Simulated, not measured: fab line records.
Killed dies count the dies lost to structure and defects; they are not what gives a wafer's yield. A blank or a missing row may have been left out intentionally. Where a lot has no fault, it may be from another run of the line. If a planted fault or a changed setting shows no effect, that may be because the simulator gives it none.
fab line records	flow n5_finfet
record: lots: 6	wafers: 18	last_day: 20
route steps=1938 shown WELL_APT@28 BEOL_M4@1111
lots untouched by any fault: they come from a run of this same line in which no faults occurred
start_h: the number of hours between the record's first day and the start of the first shown wafer of the lot	wait_h: hours from the lot's prior step to this one	" unchanged from the row above	L1.1+2: a row that stands for several wafers	- either no value or no given start	* or withheld: withheld	< > ~ a bound
route shown NAME@n: a module of which the file shows steps, and the number in the route of the first	usual: mean and standard deviation over wafers with no fault	same: alike in all rows	chamber/n: place in a boat	sites: readings site by site	_std_site: how widely they spread, as a standard deviation	_edge_site: the outer-site mean with the inner-site mean subtracted	radius_mm: how far each site lies from the wafer's centre	mask NAME#n: copy n	behind: the tool/chamber that last shaped the wafer	hold: reason for holding the lot/hours on hold/outcome of the hold	device: whichever transistor did not switch (one of n, p or np)	end of line: the same wafers' tests at the end of the route	where a step has no rows: the recipe by itself	killed: dies lost to structure and defects at the first sort, not the wafer's yield	map: a wafer's dies, x killed, . not, _ none there
set.NAME: setting as actually run; set.NAME@STEP: the setting as run at that earlier step	model.NAME: the simulator's own value behind a step, which no gauge read
lots at selected steps of the route; one table per step, one row per wafer
services: when a tool's chamber went out of use (start_h, in hours from the record's first day, below 0 if earlier), for how many hours, and the reason
== steps ==
step: N5_WELL_APT_CD_MEAS_08
recipe: target_cd_nm: 200	landing_energy_ev: 500	detector: se_inlens
usual: cd_nm: 200.6/1.5
lot.wafer	tool	chamber	start_h	wait_h	cd_nm
L109.1	cd_sem-01	0	25.61	-	200.1
L109.2	"	0	"	"	199.6
L109.6	"	0	"	"	199.7
L111.2	cd_sem-01	0	38.05	-	200.1
L111.4	"	0	"	"	200.7
L111.6	"	0	"	"	198.9
L116.3	cd_sem-01	0	67.82	-	202.8
L116.4	"	0	"	"	200.7
L116.5	"	0	"	"	201.4
L117.1	cd_sem-03	0	73.80	-	200.9
L117.3	"	0	"	"	199.9
L117.6	"	0	"	"	201.0
L128.4	cd_sem-02	0	140.33	-	200.5
L128.5	"	0	"	"	198.6
L128.6	"	0	"	"	201.3
L130.1	cd_sem-02	0	151.70	-	200.7
L130.2	"	0	"	"	201.6
L130.4	"	0	"	"	199.9
step: N5_WELL_APT_OVL_MEAS_09
recipe: points_per_wafer: 44
usual: NWELL_OVL: 4/5
lot.wafer	tool	chamber	start_h	wait_h	NWELL_OVL[nm]
L109.1	overlay-02	0	25.64	0.0	4
L109.2	"	0	"	"	6
L109.6	"	0	"	"	-1
L111.2	overlay-01	0	38.08	0.0	1
L111.4	"	0	"	"	6
L111.6	"	0	"	"	4
L116.3	overlay-02	0	67.85	0.0	5
L116.4	"	0	"	"	5
L116.5	"	0	"	"	1
L117.1	overlay-02	0	73.83	0.0	8
L117.3	"	0	"	"	14
L117.6	"	0	"	"	14
L128.4	overlay-01	0	140.36	0.0	1
L128.5	"	0	"	"	1
L128.6	"	0	"	"	-3
L130.1	overlay-01	0	151.73	0.0	6
L130.2	"	0	"	"	9
L130.4	"	0	"	"	-2
step: N5_WELL_APT_INSPECT_10
recipe: mode: adi	inspect_instrument: macro
usual: raw_defect_count: 2.0/1.5
lot.wafer	tool	chamber	start_h	wait_h	raw_defect_count
L109.1	defect_inspect-02	-	25.66	0.0	2
L109.2	"	-	"	"	1
L109.6	"	-	"	"	2
L111.2	defect_inspect-01	-	38.10	0.0	2
L111.4	"	-	"	"	0
L111.6	"	-	"	"	1
L116.3	defect_inspect-01	-	67.88	0.0	0
L116.4	"	-	"	"	2
L116.5	"	-	"	"	1
L117.1	defect_inspect-01	-	73.86	0.0	2
L117.3	"	-	"	"	1
L117.6	"	-	"	"	1
L128.4	defect_inspect-02	-	140.38	0.0	3
L128.5	"	-	"	"	1
L128.6	"	-	"	"	6
L130.1	defect_inspect-01	-	151.76	0.0	0
L130.2	"	-	"	"	0
L130.4	"	-	"	"	2
step: N5_WELL_APT_DESCUM_13
recipe: chemistry: O2	time_s: 7.9	source_power_w: 50	bias_power_w: 20	pressure_mtorr: 20	rf_frequency_hz: 2.712e+07	temp_c: 40	o2_flow_sccm: 225
usual: drypump_motor_current_A: 5.8/0.54	oes_product_au: 0.73/0.032	rf_vpp_V: 243.5/1.5	showerhead_plenum_p_Torr: 2.11/0.078	throttle_valve_pct: 20.41/0.22
same: time_s: 7.9
lot.wafer	tool	chamber	start_h	wait_h	drypump_motor_current_A	oes_product_au	rf_hours_counter_h	rf_vpp_V	showerhead_plenum_p_Torr	throttle_valve_pct
L109.1	rie_diel-02	0	25.69	0.0	6.1	0.70	221	238.8	1.99	20.11
L109.2	"	1	"	"	5.5	0.75	156	244.6	2.10	20.75
L109.6	"	0	"	"	6.1	0.71	-	241.4	1.99	20.11
L111.2	rie_diel-03	3	38.14	0.0	6.1	0.71	180	240.4	2.00	20.29
L111.4	"	2	"	"	5.6	0.77	128	242.7	2.01	20.29
L111.6	"	0	"	"	4.8	0.70	-	242.8	2.08	20.33
L116.3	rie_diel-06	0	67.98	0.1	5.9	0.77	152	243.8	2.16	20.39
L116.4	"	2	"	"	6.2	0.71	184	244.4	2.19	20.56
L116.5	"	1	"	"	5.2	0.72	-	244.3	2.20	20.48
L117.1	rie_diel-06	3	73.89	0.0	6.8	0.74	189	243.0	2.15	20.20
L117.3	"	1	"	"	5.2	0.73	163	244.6	2.20	20.50
L117.6	"	1	"	"	5.2	0.72	-	246.4	2.20	20.49
L128.4	rie_diel-03	1	140.42	0.0	5.9	0.78	142	245.6	2.20	20.96
L128.5	"	3	"	"	6.1	0.69	-	243.0	1.98	20.35
L128.6	"	0	"	"	4.9	0.67	-	244.0	2.07	20.39
L130.1	rie_diel-03	0	151.79	0.0	4.9	0.66	244	242.1	2.06	20.38
L130.2	"	2	"	"	5.6	0.73	166	240.0	2.00	20.34
L130.4	"	3	"	"	6.1	0.68	220	242.0	1.98	20.34
step: N5_WELL_APT_IMPLANT_14
recipe: species: P	energy_kev: 160	dose_cm2: 1.5e+13	tilt_deg: 0	rotation_deg: 0
step: N5_WELL_APT_IMPLANT_15
recipe: species: As	energy_kev: 25	dose_cm2: 1.5e+13	tilt_deg: 0	rotation_deg: 0
step: N5_WELL_APT_STRIP_16
recipe: chemistry: SPM	time_s: 900	temp_c: 130	h2so4_h2o2_vol_ratio: 4	dry: ipa_marangoni
step: N5_WELL_APT_HMDS_18
recipe: time_s: 60	temp_c: 120
step: N5_WELL_APT_COAT_19
recipe: spin_rpm: 1357	resist_thk_nm: 950
step: N5_WELL_APT_EBR_21
recipe: solvent: PGMEA	ebr_width_mm: 1.5
step: N5_WELL_APT_SOFTBAKE_20
recipe: temp_c: 130	time_s: 60
step: N5_WELL_APT_EXPOSE_22
recipe: mask_id: PWELL	na: 0.8	source_shape: conventional	sigma_outer: 0.8	polarization: unpolarized	defocus_nm: 0	target_cd_nm: 200	dose_mj: 23.2
step: N5_WELL_APT_PEB_23
recipe: peb_temp_c: 130	peb_time_s: 90
usual: chill_plate_temp_C: 23.03/0.11	heater_power_total_W: 172.4/0.78	plate_temp_C: 130.01/0.13
lot.wafer	tool	chamber	start_h	wait_h	chill_plate_temp_C	heater_power_total_W	plate_temp_C
L109.1	litho_track-01	0	26.74	0.1	23.06	171.9	129.82
L109.2	"	0	"	"	23.13	173.9	130.02
L109.6	"	0	"	"	23.02	171.6	130.08
L111.2	litho_track-01	0	39.21	0.0	23.22	172.7	130.17
L111.4	"	0	"	"	23.07	172.9	130.01
L111.6	"	0	"	"	22.95	172.0	130.02
L116.3	litho_track-01	0	68.90	0.0	23.07	171.7	128.95
L116.4	"	0	"	"	23.11	169.8	128.99
L116.5	"	0	"	"	23.08	170.9	129.01
L117.1	litho_track-01	0	75.32	0.1	22.99	170.4	128.91
L117.3	"	0	"	"	23.12	170.9	128.92
L117.6	"	0	"	"	22.94	169.8	128.83
L128.4	litho_track-04	0	141.39	0.0	23.07	172.1	130.05
L128.5	"	0	"	"	23.04	173.3	129.92
L128.6	"	0	"	"	22.99	171.7	129.86
L130.1	litho_track-03	0	152.71	0.1	23.11	170.9	129.93
L130.2	"	0	"	"	22.97	172.2	129.83
L130.4	"	0	"	"	23.12	173.0	130.10
step: N5_WELL_APT_DEVELOP_24
recipe: develop_time_s: 45	rinse_liquid: surfactant_rinse	dry: air_spin	dev_temp_c: 21
step: N5_WELL_APT_HARDBAKE_29
recipe: temp_c: 130	time_s: 120
step: N5_WELL_APT_CD_MEAS_25
recipe: target_cd_nm: 200	landing_energy_ev: 500	detector: se_inlens
usual: cd_nm: 200.0/1.8
lot.wafer	tool	chamber	start_h	wait_h	cd_nm
L109.1	cd_sem-01	0	26.86	-	199.4
L109.2	"	0	"	"	197.7
L109.6	"	0	"	"	199.4
L111.2	cd_sem-01	0	39.33	-	197.1
L111.4	"	0	"	"	199.6
L111.6	"	0	"	"	200.3
L116.3	cd_sem-03	0	69.02	-	195.8
L116.4	"	0	"	"	195.6
L116.5	"	0	"	"	192.5
L117.1	cd_sem-02	0	75.43	-	188.2
L117.3	"	0	"	"	191.8
L117.6	"	0	"	"	191.3
L128.4	cd_sem-01	0	141.51	-	202.6
L128.5	"	0	"	"	198.6
L128.6	"	0	"	"	197.3
L130.1	cd_sem-01	0	152.82	-	203.5
L130.2	"	0	"	"	202.0
L130.4	"	0	"	"	202.2
step: N5_WELL_APT_OVL_MEAS_26
recipe: points_per_wafer: 44
usual: PWELL_OVL: -4/5.5
lot.wafer	tool	chamber	start_h	wait_h	PWELL_OVL[nm]
L109.1	overlay-01	0	26.89	0.0	7
L109.2	"	0	"	"	5
L109.6	"	0	"	"	-3
L111.2	overlay-02	0	39.36	0.0	-7
L111.4	"	0	"	"	-8
L111.6	"	0	"	"	-2
L116.3	overlay-02	0	69.05	0.0	1
L116.4	"	0	"	"	-4
L116.5	"	0	"	"	-9
L117.1	overlay-02	0	75.46	0.0	-7
L117.3	"	0	"	"	-2
L117.6	"	0	"	"	4
L128.4	overlay-02	0	141.53	0.0	-17
L128.5	"	0	"	"	-22
L128.6	"	0	"	"	-15
L130.1	overlay-02	0	152.85	0.0	-9
L130.2	"	0	"	"	-14
L130.4	"	0	"	"	-10
step: N5_WELL_APT_INSPECT_27
recipe: mode: adi	inspect_instrument: macro
usual: raw_defect_count: 2.1/1.3
lot.wafer	tool	chamber	start_h	wait_h	raw_defect_count
L109.1	defect_inspect-02	-	26.91	0.0	2
L109.2	"	-	"	"	3
L109.6	"	-	"	"	2
L111.2	defect_inspect-02	-	39.38	0.0	1
L111.4	"	-	"	"	3
L111.6	"	-	"	"	4
L116.3	defect_inspect-01	-	69.07	0.0	2
L116.4	"	-	"	"	1
L116.5	"	-	"	"	4
L117.1	defect_inspect-01	-	75.49	0.0	1
L117.3	"	-	"	"	1
L117.6	"	-	"	"	4
L128.4	defect_inspect-02	-	141.56	0.0	1
L128.5	"	-	"	"	3
L128.6	"	-	"	"	1
L130.1	defect_inspect-02	-	152.88	0.0	2
L130.2	"	-	"	"	5
L130.4	"	-	"	"	3
step: N5_WELL_APT_DESCUM_30
recipe: chemistry: O2	time_s: 7.9	source_power_w: 50	bias_power_w: 20	pressure_mtorr: 20	rf_frequency_hz: 2.712e+07	temp_c: 40	o2_flow_sccm: 225
usual: drypump_motor_current_A: 5.8/0.52	oes_product_au: 0.73/0.041	rf_vpp_V: 243.1/1.3	showerhead_plenum_p_Torr: 2.09/0.081	throttle_valve_pct: 20.40/0.26
same: time_s: 7.9
lot.wafer	tool	chamber	start_h	wait_h	drypump_motor_current_A	oes_product_au	rf_hours_counter_h	rf_vpp_V	showerhead_plenum_p_Torr	throttle_valve_pct	model.WELL_APT.cd_nm
L109.1	rie_diel-03	2	26.95	0.0	5.6	0.77	125	241.2	2.01	20.27	199
L109.2	"	1	"	"	5.9	0.83	99	244.8	2.22	20.89	198
L109.6	"	3	"	"	6.1	0.71	-	242.2	2.00	20.30	199.4
L111.2	rie_diel-02	1	39.42	0.0	5.5	0.75	160	243.8	2.10	20.75	197
L111.4	"	2	"	"	5.2	0.72	191	243.0	2.08	20.36	199.5
L111.6	"	3	"	"	6.4	0.78	-	242.2	2.01	20.08	200.4
L116.3	rie_diel-02	0	69.10	0.0	6.1	0.70	234	242.2	1.99	20.14	196
L116.4	"	3	"	"	6.3	0.77	138	242.3	2.01	20.08	195.5
L116.5	"	3	"	"	6.4	0.77	-	243.5	2.01	20.11	192.9
L117.1	rie_diel-06	0	75.52	0.0	6.0	0.77	155	245.6	2.16	20.39	188.2
L117.3	"	3	"	"	6.8	0.73	189	245.3	2.15	20.22	191.9
L117.6	"	2	"	"	6.2	0.71	-	245.2	2.19	20.55	191.3
L128.4	rie_diel-02	0	141.62	0.1	6.1	0.99	2	244.3	2.24	19.87	202.8
L128.5	"	1	"	"	5.5	0.72	-	242.8	2.09	20.82	198.6
L128.6	"	2	"	"	5.2	0.69	-	245.0	2.06	20.42	197.1
L130.1	rie_diel-03	0	153.18	0.3	4.8	0.67	245	242.6	2.06	20.37	203.4
L130.2	"	1	"	"	6.0	0.79	146	245.1	2.20	20.95	201.6
L130.4	"	3	"	"	6.1	0.69	221	241.1	1.98	20.35	202.3
step: N5_WELL_APT_IMPLANT_31
recipe: species: B	energy_kev: 60	dose_cm2: 1.5e+13	tilt_deg: 0	rotation_deg: 0
step: N5_BEOL_M4_RC_MEAS_101
usual: DIBL_N: 36.3/1.6	DIBL_P: 36.4/2.1	IOFF_N: 0.16/0.032	IOFF_P: 0.22/0.044	ION_N: 675/12	ION_P: 463/8.3	SS_N: 71.6/0.64	SS_P: 73.3/0.67	VT_N: 250/3.3	VT_P: -250/3.7
lot.wafer	tool	chamber	start_h	wait_h	DIBL_N[mV/V]	DIBL_P[mV/V]	IOFF_N[nA/um]	IOFF_P[nA/um]	ION_N[uA/um]	ION_P[uA/um]	SS_N[mV/dec]	SS_P[mV/dec]	VT_N[mV]	VT_P[mV]
L109.1	prober-01	0	208.95	0.0	37.6	37.9	0.16	0.19	675	458	71.7	73.6	249	-254
L109.2	"	0	"	"	39.2	40.5	0.20	0.24	690	467	72.1	74.4	246	-247
L109.6	"	0	"	"	34.9	35.7	0.13	0.17	667	453	71.4	73.2	254	-254
L111.2	prober-01	0	219.13	0.2	37.4	38.4	0.19	0.25	684	468	71.2	73.8	245	-248
L111.4	"	0	"	"	37.6	38.7	0.18	0.24	682	468	72.0	73.3	249	-250
L111.6	"	0	"	"	35.2	35.4	0.15	0.20	660	463	70.3	72.8	250	-250
L116.3	prober-02	0	257.31	0.3	34.0	34.5	0.13	0.16	660	454	70.5	73.1	253	-255
L116.4	"	0	"	"	38.1	38.6	0.21	0.22	677	456	71.4	73.3	247	-252
L116.5	"	0	"	"	35.2	34.8	0.14	0.17	674	455	70.7	73.0	253	-255
L117.1	prober-01	0	284.29	0.0	35.6	35.2	0.14	0.20	677	469	71.4	73.0	249	-248
L117.3	"	0	"	"	37.5	37.7	0.17	0.24	667	459	71.5	73.5	251	-246
L117.6	"	0	"	"	36.3	35.9	0.15	0.22	673	470	71.2	73.3	250	-250
L128.4	prober-02	0	351.32	0.5	38.6	37.5	0.16	0.21	666	452	72.7	73.7	254	-253
L128.5	"	0	"	"	37.3	37.4	0.15	0.22	668	458	71.8	73.0	251	-251
L128.6	"	0	"	"	36.7	34.2	0.13	0.17	665	452	71.3	72.2	257	-254
L130.1	prober-01	0	381.10	0.0	36.1	35.0	0.16	0.21	677	464	72.1	72.6	251	-249
L130.2	"	0	"	"	37.0	36.6	0.17	0.23	676	468	72.2	73.1	249	-247
L130.4	"	0	"	"	36.2	36.2	0.16	0.23	686	473	71.7	72.7	248	-250
== services ==
tool	chamber	start_h	hours	kind
rie_diel-06	0	4.62	3.9	repair
rie_diel-02	3	46.09	4.0	repair
rie_diel-02	-	56.46	2.8	pm
rie_diel-03	2	77.09	4.3	repair
rie_diel-06	-	79.36	2.8	pm
litho_track-04	-	87.69	-	consumable_replace:filter
rie_diel-02	0	115.19	-	clean
rie_diel-02	0	115.19	-	consumable_replace:focus_ring
rie_diel-02	0	115.19	-	consumable_replace:showerhead
rie_diel-02	0	115.19	21.1	scheduled_down
rie_diel-02	0	115.19	21.1	vent_cycle
rie_diel-06	0	119.41	1.3	repair
rie_diel-03	2	127.70	2.8	repair
== key ==
first_sign: step: N5_WELL_APT_PEB_23	reading: plate_temp_C	direction: down	sigmas: 8.2	usual: *	struck: *
effect: step: N5_WELL_APT_PEB_23	reading: heater_power_total_W	direction: down	sigmas: 2.4	usual: *	struck: *
effect: step: N5_WELL_APT_CD_MEAS_25	reading: cd_nm	direction: down	sigmas: 4.1	usual: 200.0	struck: 192.5
model_effect: step: N5_WELL_APT_DESCUM_30	value: WELL_APT.cd_nm	without: 198.9	struck: 192.6
met_at N5_WELL_APT_PEB_23
struck_wafers L116.3,L116.4,L116.5,L117.1,L117.3,L117.6
baseline_loss: step: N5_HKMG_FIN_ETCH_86	wafers: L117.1
onset_between 39.21 68.90
fault: kind: process_parameter_drift	tool: litho_track-01	chamber: -	onset_h: 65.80	steps: N5_WELL_APT_PEB_23	channel: peb_temp_c	offset: *	shape: step	end_h: 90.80	acts_in: *	stated: *
baseline_loss: these wafers lose ten dies or more at that step, a loss of the line's own and not of a fault; the sort's usual values leave them out
